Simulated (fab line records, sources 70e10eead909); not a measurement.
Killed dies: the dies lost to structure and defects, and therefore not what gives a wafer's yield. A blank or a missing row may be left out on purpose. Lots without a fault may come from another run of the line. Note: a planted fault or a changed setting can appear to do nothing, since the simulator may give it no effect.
Chamber matching -- flow nandHarc -- 3 sister chambers for NHARC_A_STAIRCASE_DEP_417 on pecvd-01
The step deposits Si3N4, target thk 60 nm. 14 wafers are shown with their chamber, then 7 later ones without.

WAFERS PAIRED WITH THEIR CHAMBERS
wafer,chamber,heaterPowerW (W)
L963.1,1,703
L963.2,0,757
L963.4,0,749
L967.3,2,803
L967.4,1,741
L967.6,0,785
L975.1,2,723
L975.3,1,721
L975.6,0,862
L981.3,2,764
L981.5,1,753
L981.6,2,749
L985.2,2,747
L985.3,1,808

SIGNATURES (means of the wafers above)
reading,chamber 0,chamber 1,chamber 2,scatter within a chamber
heaterPowerW,788.25,745.20,757.20,40.3
Rule: a wafer lies at a distance from a chamber equal to the root of the sum of squares, over the readings, of (its reading less the chamber's mean, divided by the reading's scatter). The wafer belongs to the nearest chamber; if the next one is less than 2 further off, it can't be placed. How the scatter is found: for the shown wafers, subtract from each reading the mean of its chamber, square and add these, divide the total by (wafers less chambers), then take the root.

WAFERS MISSING THEIR CHAMBER
wafer,heaterPowerW (W)
L985.4,790
L983.1,705
L983.3,806
L983.5,809
L982.1,763
L982.3,678
L982.4,704

EACH ONE'S CHAMBER
wafer,from the rows above,in truth
L985.4,can't be placed: 0 or 2 or 1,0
L983.1,can't be placed: 1 or 2 or 0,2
L983.3,can't be placed: 0 or 2 or 1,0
L983.5,can't be placed: 0 or 2 or 1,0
L982.1,can't be placed: 2 or 1 or 0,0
L982.3,can't be placed: 1 or 2 or 0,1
L982.4,can't be placed: 1 or 2 or 0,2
Placed correctly: 0 of 7. Unplaceable from these rows: 7, with the true chamber sitting among the candidates in 7. Placed wrongly: 0.
